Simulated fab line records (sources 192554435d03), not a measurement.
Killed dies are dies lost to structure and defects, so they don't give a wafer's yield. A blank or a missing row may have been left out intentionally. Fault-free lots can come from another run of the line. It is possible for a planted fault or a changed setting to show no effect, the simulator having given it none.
2 desks looking at one fault    flow n5_finfet    numbers are kept per desk, each desk with only its own; the story behind them comes last

## AT THE TOOL OWNER'S DESK: vapor_etch-02
The tool's own readings at N5_STI_FIN_REVEAL_RECESS_09 (chemistry HF/NH3, target SiO2, afs cycles 11, target depth 42.5 nm, sublimation time 60 s): means of the sampled wafers that have a number, for each lot that ran on this tool. Any lot whose mean is over 4 standard deviations away from the usual mean is out of limits and marked OUT; that distance is given in the brackets.
Columns: A = drypump_motor_current_A at N5_STI_FIN_REVEAL_RECESS_09, usual 5.4 A
lot   first seen here  A
L152  day 3 05:56      5.5
L153  day 3 14:11      5.5
L157  day 4 11:19      5.2
L159  day 5 00:37      5.2
L162  day 5 18:18      5.2
This desk's finding: nothing out of limits on any of the 5 lots.

## AT THE METROLOGY DESK
What the gauges read for every lot (on any tool): the sampled wafers with a number, averaged. Any lot whose mean is over 4 standard deviations away from the usual mean is out of limits and marked OUT; that distance is given in the brackets.
Columns: A = cd_nm at N5_FIN_CUT_CD_MEAS_08, usual 29.10 nm; B = trench_depth_nm at N5_STI_FIN_REVEAL_FIN_H_MEAS_10, usual 52.0 nm
lot   first seen here  A      B
L149  day 2 04:35      29.31  51.2
L150  day 2 09:05      29.05  52.6
L152  day 2 21:47      29.06  52.4
L153  day 3 05:15      29.18  51.5
L155  day 3 16:14      29.30  52.2
L157  day 4 03:46      29.14  51.4
L158  day 4 09:07      29.03  52.1
L159  day 4 15:18      29.06  51.6
L162  day 5 10:08      28.72  53.9
L163  day 5 18:01      29.20  52.5
L167  day 6 16:41      29.01  52.3
L168  day 6 22:14      29.06  51.9
This desk's finding: nothing out of limits on any of the 12 lots.

## BROUGHT TOGETHER
The tool owner's desk saw nothing out of limits.
The metrology desk saw nothing out of limits.

## WHAT THE SIMULATOR PUT IN
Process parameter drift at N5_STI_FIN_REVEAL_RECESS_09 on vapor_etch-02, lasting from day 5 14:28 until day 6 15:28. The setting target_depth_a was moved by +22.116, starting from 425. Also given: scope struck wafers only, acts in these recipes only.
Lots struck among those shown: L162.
